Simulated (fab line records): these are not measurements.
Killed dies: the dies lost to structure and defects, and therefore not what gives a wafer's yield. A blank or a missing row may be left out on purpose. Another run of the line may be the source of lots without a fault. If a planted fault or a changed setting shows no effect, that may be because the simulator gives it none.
Matching of chambers -- flow nand harc -- 3 sister chambers for NHARC_P_CONTACT_DEP_30 on pecvd-04
The step deposits SiNx, target thk 30 nm. 33 wafers are shown with their chamber, then 12 later ones without.

WAFERS WITH THEIR CHAMBER
wafer,chamber,heater power w (W),heater power outer w (W)
L074.2,1,596,333
L074.3,0,725,414
L074.4,0,734,417
L076.2,1,625,355
L076.3,0,721,402
L076.6,0,735,397
L078.1,2,667,380
L078.4,0,763,426
L078.5,2,675,385
L080.3,0,738,395
L080.4,2,669,385
L080.5,1,561,334
L082.1,1,529,303
L082.5,2,572,306
L082.6,0,680,370
L084.3,0,649,342
L084.4,2,647,363
L084.6,0,638,340
L085.3,0,753,425
L085.5,0,746,419
L085.6,1,557,308
L086.2,0,720,400
L086.4,1,543,308
L086.6,0,742,394
L089.2,0,685,359
L089.3,1,587,325
L089.4,1,567,322
L087.2,2,683,383
L087.5,2,657,385
L087.6,1,531,293
L088.2,1,614,358
L088.3,2,674,399
L088.5,2,696,408

SIGNATURES (means of the wafers above)
reading,chamber 0,chamber 1,chamber 2,scatter within a chamber
heater power w,716.36,571.00,660.00,36.4
heater power outer w,392.86,323.90,377.11,27.2
Rule: for each reading, subtract the chamber's mean from the wafer's reading, divide by that reading's scatter and square the result; add these up over the readings and take the root, which gives the wafer's distance from the chamber. The wafer belongs to the nearest chamber; if the next one is less than 2 further off, it can't be placed. How the scatter is found: for the shown wafers, subtract from each reading the mean of its chamber, square and add these, divide the total by (wafers less chambers), then take the root.

WAFERS MISSING THEIR CHAMBER
wafer,heater power w (W),heater power outer w (W)
L091.2,607,346
L091.4,615,362
L091.5,801,440
L092.2,617,383
L092.4,743,394
L092.5,637,373
L095.2,772,431
L095.4,706,429
L095.5,563,301
L094.1,811,438
L094.2,559,326
L094.4,561,284

CHAMBER TAKEN BY EACH
wafer,from the rows above,in truth
L091.2,can't be placed: 1 or 2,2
L091.4,can't be placed: 2 or 1 or 0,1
L091.5,can't be placed: 0 or 2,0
L092.2,can't be placed: 2 or 1 or 0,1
L092.4,can't be placed: 0 or 2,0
L092.5,can't be placed: 2 or 0 or 1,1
L095.2,can't be placed: 0 or 2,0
L095.4,can't be placed: 0 or 2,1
L095.5,1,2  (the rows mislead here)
L094.1,can't be placed: 0 or 2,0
L094.2,1,1
L094.4,1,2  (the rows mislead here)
Placed correctly: 1 of 12. Unplaceable from these rows: 9, with the true chamber sitting among the candidates in 8. Placed wrongly: 2.
